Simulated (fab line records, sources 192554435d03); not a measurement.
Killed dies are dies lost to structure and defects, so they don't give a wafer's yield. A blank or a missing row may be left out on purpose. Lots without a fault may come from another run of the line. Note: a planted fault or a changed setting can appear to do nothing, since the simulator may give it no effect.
Chamber matching || flow n5 finfet || N5_BEOL_M7_ETCH_66 on rie diel-05 has 4 sister chambers
The step etches SOC in N2/H2, target depth 80 nm, overetch 16 nm, time 120 s. 4 wafers are shown with their chamber, then 8 later ones without.

## WAFERS, EACH WITH ITS CHAMBER
{"wafer": "L078.1", "chamber": 3, "throttle valve pct (%)": 18.16}
{"wafer": "L081.1", "chamber": 0, "throttle valve pct (%)": 18.12}
{"wafer": "L081.4", "chamber": 2, "throttle valve pct (%)": 17.67}
{"wafer": "L085.3", "chamber": 1, "throttle valve pct (%)": 17.80}

## WAFERS WHOSE CHAMBER IS MISSING
{"wafer": "L085.4", "throttle valve pct (%)": 17.69}
{"wafer": "L085.5", "throttle valve pct (%)": 18.17}
{"wafer": "L088.1", "throttle valve pct (%)": 17.68}
{"wafer": "L088.3", "throttle valve pct (%)": 17.81}
{"wafer": "L088.4", "throttle valve pct (%)": 18.18}
{"wafer": "L090.1", "throttle valve pct (%)": 18.15}
{"wafer": "L090.2", "throttle valve pct (%)": 18.18}
{"wafer": "L090.4", "throttle valve pct (%)": 17.82}

## THE CHAMBER EACH PASSED THROUGH
{"wafer": "L085.4", "from the rows above": 2, "in truth": 2}
{"wafer": "L085.5", "from the rows above": 3, "in truth": 3}
{"wafer": "L088.1", "from the rows above": 2, "in truth": 2}
{"wafer": "L088.3", "from the rows above": 1, "in truth": 1}
{"wafer": "L088.4", "from the rows above": 3, "in truth": 3}
{"wafer": "L090.1", "from the rows above": "can't be placed: 3 or 0", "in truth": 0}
{"wafer": "L090.2", "from the rows above": 3, "in truth": 3}
{"wafer": "L090.4", "from the rows above": 1, "in truth": 1}
Correct placement for 7 of the 8. Can't be placed from these rows: 1 (the true chamber is among the candidates in 1). Wrongly placed: 0.
How it was worked out, from the rows above alone: a wafer's distance from a chamber is the root of the sum, over the readings, of the square of ((its reading less the chamber's mean) divided by the reading's scatter). If the next closest chamber is less than 2 further off than the closest, the wafer can't be placed; otherwise it belongs to the closest. For every chamber, the mean is computed from those of its wafers that are shown. The scatter (one wafer shown for each chamber): square how far every hidden wafer sits from the nearest shown wafer, average those squares and take the square root.
